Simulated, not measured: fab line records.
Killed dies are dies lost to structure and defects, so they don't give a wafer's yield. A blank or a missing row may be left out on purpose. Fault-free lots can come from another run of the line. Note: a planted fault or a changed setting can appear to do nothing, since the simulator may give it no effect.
Matching of chambers :: flow nand harc :: NHARC_P_STI_ETCH_15 on rie si-05: 4 sister chambers
The step etches the open film in HBr/Cl2, target depth 300 nm, time 100.1 s. 4 wafers are shown with their chamber, then 6 later ones without.

== WAFERS, EACH WITH ITS CHAMBER ==
wafer: L863.1
chamber: 1
drypump motor current A (A): 5.2

wafer: L873.6
chamber: 0
drypump motor current A (A): 5.6

wafer: L874.1
chamber: 3
drypump motor current A (A): 5.4

wafer: L874.2
chamber: 2
drypump motor current A (A): 5.9

== WAFERS WITH NO CHAMBER GIVEN ==
wafer: L874.3
drypump motor current A (A): 5.6

wafer: L880.3
drypump motor current A (A): 5.9

wafer: L880.4
drypump motor current A (A): 5.4

wafer: L880.6
drypump motor current A (A): 5.3

wafer: L882.3
drypump motor current A (A): 5.2

wafer: L882.6
drypump motor current A (A): 5.2

== WHICH CHAMBER EACH ONE RAN IN ==
wafer: L874.3
from the rows above: 0
in truth: 0

wafer: L880.3
from the rows above: 2
in truth: 2

wafer: L880.4
from the rows above: 3
in truth: 3

wafer: L880.6
from the rows above: can't be placed: 1 or 3
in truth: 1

wafer: L882.3
from the rows above: 1
in truth: 1

wafer: L882.6
from the rows above: 1
in truth: 1
Placed correctly: 5 of 6. These rows do not allow placing 1 (true chamber among the candidates in 1). Wrongly placed: 0.
How it was worked out, from the rows above alone: a wafer's distance from a chamber is the root of the sum, over the readings, of the square of ((its reading less the chamber's mean) divided by the reading's scatter). The wafer belongs to the nearest chamber; if the next one is less than 2 further off, it can't be placed. The mean given for a chamber averages the wafers shown for that chamber. The scatter: root of mean squared gap, hidden wafer to nearest shown wafer, with one shown wafer a chamber.
